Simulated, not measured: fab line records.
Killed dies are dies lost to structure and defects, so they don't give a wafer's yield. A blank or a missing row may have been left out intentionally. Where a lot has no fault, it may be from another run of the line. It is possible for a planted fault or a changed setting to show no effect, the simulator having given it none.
Comparing a struck lot with a sound one || flow nand harc || 15 out of 1302 route steps
Sound: the wafers L856.1, L856.2, L856.4. Struck: wafers L871.3, L871.4, L871.5. Last of all comes the cause.
Order at every step that has rows: each side's tool, ch and its chambers, its first start. Under that, the readings that differ: sound wafers || struck wafers || difference of the means || sigmas: that difference in standard deviations of wafers without a fault.
alike: a reading whose means differ by less than 2 such deviations, as well as words and numbers matching on both sides. not compared: withheld readings; readings where some wafer has no value; bounds like >300 that might hide an equal value; numbers whose values overlap and for which the record gives no deviation.
A row with sigmas, a row that says differs or no value, or rows on one side alone: a step with any of these is where the two part. Non-overlapping numbers with no deviation appear without sigmas and do not part them. A reading missing from all wafers of one side parts the sides only when that side holds two or more wafers.

NHARC_A_SGD_CUT_THK_MEAS_22: measures by ellipsometry.
  sound on film metro-02 at day 20 05:58; struck on film metro-02 at day 26 10:29
  alike: thk nm
then, 2 steps without rows for these wafers: NHARC_A_SGD_CUT_SRD_23; NHARC_A_SGD_CUT_ETCH_26 (etches SiO2 in dHF, target depth 45.8 nm).
NHARC_A_SGD_CUT_ETCHBACK_24: etches the open film in CH3F/O2, target depth 50 nm, time 92.857 s.
  sound on rie diel-10 ch 0,2,3, day 20 06:12; struck on rie diel-09 ch 1,2, day 26 10:43
  alike: chamber pressure mTorr, drypump motor current A, o2 flow sccm, oes product au, rf vpp V, showerhead plenum p Torr, throttle valve pct
  not compared: rf hours counter h
NHARC_A_SGD_CUT_STRIP_28: strips in O2, time 20 s.
  sound: rie diel-10 ch 0,1,2; struck: rie diel-09 ch 0,1,2
  alike: chamber pressure mTorr, drypump motor current A, o2 flow sccm, oes product au, rf vpp V, showerhead plenum p Torr, throttle valve pct
  not compared: rf hours counter h
NHARC_A_SGD_CUT_INSPECT_25:
  sound on defect inspect-01 at day 20 06:26; struck on defect inspect-02 at day 26 10:57
  alike: raw defect count
NHARC_A_SLIT_DEP_25: deposits SiO2, target thk 200 nm.
  sound on pecvd-01 ch 0,2, day 20 06:35; struck on pecvd-04 ch 0,1, day 26 11:05
  alike: heater power w, throttle valve pct
NHARC_A_SLIT_DEP_00: deposits aC, target thk 6200 nm.
  sound on acl dep-03 ch 0, day 20 07:55; struck on acl dep-03 ch 0, day 26 18:57
  alike: throttle valve pct
NHARC_A_SLIT_DEP_23: deposits SiON, target thk 100 nm.
  sound on pecvd-04 ch 1,2, day 20 11:46; struck on pecvd-04 ch 1,2, day 26 21:29
  alike: heater power w
then, 3 steps without rows for these wafers: NHARC_A_SLIT_DEHYDRATE_01 (time 120 s); NHARC_A_SLIT_HMDS_02 (time 30 s); NHARC_A_SLIT_COAT_03 (resist thk 90 nm).
NHARC_A_SLIT_SOFTBAKE_04: time 55 s.
  sound on litho track-01 ch 0, day 20 12:00; struck on litho track-06 ch 0, day 26 21:00
{"reading": "heater power total W (W)", "sound": "188.27 188.50 188.36", "struck": "181.71 181.51 181.61", "difference": -6.77, "sigmas": -52}
  alike: exhaust pa
next, for these wafers, 1 step has no rows: NHARC_A_SLIT_EBR_05.
-- record jumps: 5 days between struck wafers' starts before vs after; left off in module A_SLIT, resumes in module END, first step shown is number 1302 of the route --
NHARC_END_SORT_01:
  here the record holds rows for the struck wafers (prober-01 ch 0, day 31 17:33) but none for the sound ones

WHERE THEY PART
Earliest at NHARC_A_SLIT_SOFTBAKE_04; latest, in this record, at NHARC_END_SORT_01.

WHY: what the simulator had put in
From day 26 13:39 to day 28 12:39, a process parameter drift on litho track-06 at NHARC_A_SLIT_SOFTBAKE_04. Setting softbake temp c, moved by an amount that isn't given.
